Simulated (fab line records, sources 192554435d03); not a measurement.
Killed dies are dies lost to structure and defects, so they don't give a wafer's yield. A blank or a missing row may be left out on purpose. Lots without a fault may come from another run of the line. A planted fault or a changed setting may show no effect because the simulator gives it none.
Which tool did it? | flow n5_finfet | 10 lots, 30 wafers sampled, at 4 steps of a route of 1938

WHAT THE GAUGES READ, wafer by wafer
N5_BEOL_M14_THK_MEAS_01.
lot  | measured     | on            | M14_ILD_THK (nm)
L399 | day 10 22:47 | film_metro-02 | 1110 1094 1132
L401 | day 11 05:47 | film_metro-01 | 1108 1097 1129
L403 | day 11 21:04 | film_metro-01 | 1088 1100 1103
L405 | day 12 07:06 | film_metro-01 | 1103 1105 1131
L406 | day 12 23:35 | film_metro-01 | 1092 1081 1103
L407 | day 13 07:10 | film_metro-01 | 1101 1101 1111
L419 | day 15 20:59 | film_metro-01 | 1113 1132 1125
L416 | day 16 03:19 | film_metro-01 | 1982 1102 1120
L418 | day 16 03:35 | film_metro-02 | 1965 1100 1114
L422 | day 17 06:29 | film_metro-02 | 1111 1109 1114

WHICH TOOL RAN EACH LOT (tool, then ch and the chambers of the sampled wafers, then the start)
lot  | N5_BEOL_M13_DEGAS_41         | N5_BEOL_M13_DEP_53              | N5_BEOL_M14_ILD_DEP_00
L399 | pvd_sputter-02, day 10 21:04 | pecvd-03 ch 1,2, day 10 22:28   | pecvd-01 ch 0,1,2, day 10 22:36
L401 | pvd_sputter-02, day 11 04:08 | pecvd-04 ch 0,1, day 11 05:28   | pecvd-02 ch 0,2, day 11 05:35
L403 | pvd_sputter-02, day 11 18:52 | pecvd-04 ch 1,2, day 11 20:44   | pecvd-02 ch 0,1, day 11 20:52
L405 | pvd_sputter-03, day 12 05:32 | pecvd-01 ch 0,1, day 12 06:47   | pecvd-02 ch 0,1,2, day 12 06:55
L406 | pvd_sputter-01, day 12 20:31 | pecvd-01 ch 0,1,2, day 12 23:16 | pecvd-02 ch 0,1,2, day 12 23:24
L407 | pvd_sputter-01, day 13 05:04 | pecvd-04 ch 0,1, day 13 06:50   | pecvd-02 ch 0,2, day 13 06:58
L419 | pvd_sputter-01, day 15 19:29 | pecvd-03 ch 0,2, day 15 20:40   | pecvd-04 ch 0,1, day 15 20:47
L416 | pvd_sputter-01, day 16 01:38 | pecvd-04 ch 0,1,2, day 16 02:59 | pecvd-02 ch 0,1, day 16 03:07
L418 | pvd_sputter-02, day 16 02:06 | pecvd-01 ch 0,2, day 16 03:16   | pecvd-02 ch 0,1,2, day 16 03:24
L422 | pvd_sputter-02, day 17 04:58 | pecvd-01 ch 0,1,2, day 17 06:10 | pecvd-01 ch 0,1, day 17 06:17
- N5_BEOL_M13_DEGAS_41: time 60 s.
- N5_BEOL_M13_DEP_53: deposits SiCN from 3MS/NH3, target thk 50 nm, time 17.8 s.
- N5_BEOL_M14_ILD_DEP_00: deposits SiO2 from TEOS/O2, target thk 1119.3 nm, time 237.4 s.

THE ANSWER, worked out from the rows above alone
Rule: what is usual is taken from the lots themselves. Put in order of their means at a reading, lots are off if they are a third of the lots or fewer, leave a main group of 4 or more, and stand apart from it by a gap of 3 or more times the standard deviation of the main group's means; of several such gaps the widest counts. A main group whose means are all the same, to the digits that the tables above print for the reading, isn't used. A lot without any number at a reading at which 4 lots or more have one is off too. The other lots that the step has rows for count as sound.
Off: L416, L418, at N5_BEOL_M14_THK_MEAS_01 (M14_ILD_THK). The main group: mean 1108 nm, standard deviation 9.3.
A tool fits if, at a process step before that reading, it ran every lot that is off, and no sound lot after the first of them. The gauges at N5_BEOL_M14_THK_MEAS_01 are tried like those tools. One fits: pecvd-02 at N5_BEOL_M14_ILD_DEP_00. Its last sound lot is L407 (day 13 06:58), its first lot that is off L416 (day 16 03:07): a fault that began between those two fits.

WHAT THE SIMULATOR HAD PUT IN
Process parameter drift: pecvd-02, from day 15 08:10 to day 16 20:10, at N5_BEOL_M14_ILD_DEP_00. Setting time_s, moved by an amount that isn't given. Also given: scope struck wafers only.
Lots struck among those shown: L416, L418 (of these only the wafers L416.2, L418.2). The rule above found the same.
